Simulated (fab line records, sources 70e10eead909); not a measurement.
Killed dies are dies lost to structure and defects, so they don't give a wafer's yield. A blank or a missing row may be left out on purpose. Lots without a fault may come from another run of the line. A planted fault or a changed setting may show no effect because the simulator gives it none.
One fault seen from 2 desks | flow nand_harc | each desk has only its own numbers; what lay behind them comes last

THE DEFECT DESK
What the inspections along the route counted, lot by lot: means of the sampled wafers that have a number. A lot is out of limits, marked OUT, if its mean lies more than 4 standard deviations from the usual mean; the brackets give that distance.
Columns: A = raw_defect_count at NHARC_P_M1_INSPECT_11, usual 4.2
lot  | first seen here | A
L350 | day 6 00:20     | 4.3
L351 | day 6 17:22     | 7.0
L355 | day 7 19:13     | 4.3
L356 | day 7 19:48     | 4.3
L357 | day 8 00:28     | 3.3
L358 | day 8 08:59     | 3.0
L359 | day 8 14:29     | 4.7
L364 | day 9 16:19     | 2.7
L367 | day 10 13:49    | 2.0
L366 | day 10 14:10    | 4.7
L368 | day 10 15:52    | 7.7
L370 | day 11 06:42    | 7.7
L371 | day 11 11:05    | 2.7
This desk's finding: nothing out of limits on any of the 13 lots.

THE TOOL OWNER'S DESK: litho_track-04
The tool's own readings at NHARC_P_M1_SOFTBAKE_04 (time 55 s): means of the sampled wafers that have a number, for each lot that ran on this tool. A lot is out of limits, marked OUT, if its mean lies more than 4 standard deviations from the usual mean; the brackets give that distance.
Columns: A = exhaust_pa at NHARC_P_M1_SOFTBAKE_04, usual 44.9 Pa; B = heater_power_total_W at NHARC_P_M1_SOFTBAKE_04, usual 188.46 W; C = plate_temp_C at NHARC_P_M1_SOFTBAKE_04, usual 105.00 C
lot  | first seen here | A    | B                | C
L350 | day 5 23:00     | 44.1 | 188.47           | 104.92
L351 | day 6 16:00     | 44.4 | 188.50           | 104.97
L355 | day 7 18:00     | 44.5 | 188.48           | 104.84
L356 | day 7 19:00     | 45.3 | 188.44           | 105.09
L358 | day 8 08:00     | 44.8 | 188.51           | 105.03
L364 | day 9 15:00     | 45.2 | 174.79 (-98) OUT | 99.37 (-40) OUT
L367 | day 10 13:00    | 45.1 | 174.72 (-98) OUT | 99.40 (-40) OUT
L368 | day 10 15:00    | 45.4 | 174.84 (-97) OUT | 99.30 (-41) OUT
This desk's finding: out of limits on L364, L367, L368; first on L364, day 9 15:00 (heater_power_total_W at NHARC_P_M1_SOFTBAKE_04). In limits: L350, L351, L355, L356, L358.

PUT TOGETHER
The tool owner's desk could have raised an alarm at day 9 15:00, on L364, L367, L368.
The defect desk saw nothing out of limits.
The defect desk has L364, L367, L368 on record, within its limits.
Of the lots named, all ran NHARC_P_M1_SOFTBAKE_04 on litho_track-04.

WHAT THE SIMULATOR HAD PUT IN
Process parameter drift: litho_track-04, from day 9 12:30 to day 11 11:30, at NHARC_P_M1_SOFTBAKE_04. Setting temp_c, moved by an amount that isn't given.
Lots struck among those shown: L364, L367, L368.
Hours from the fault's start to each desk's first reading out of limits: the tool owner's desk, 2.
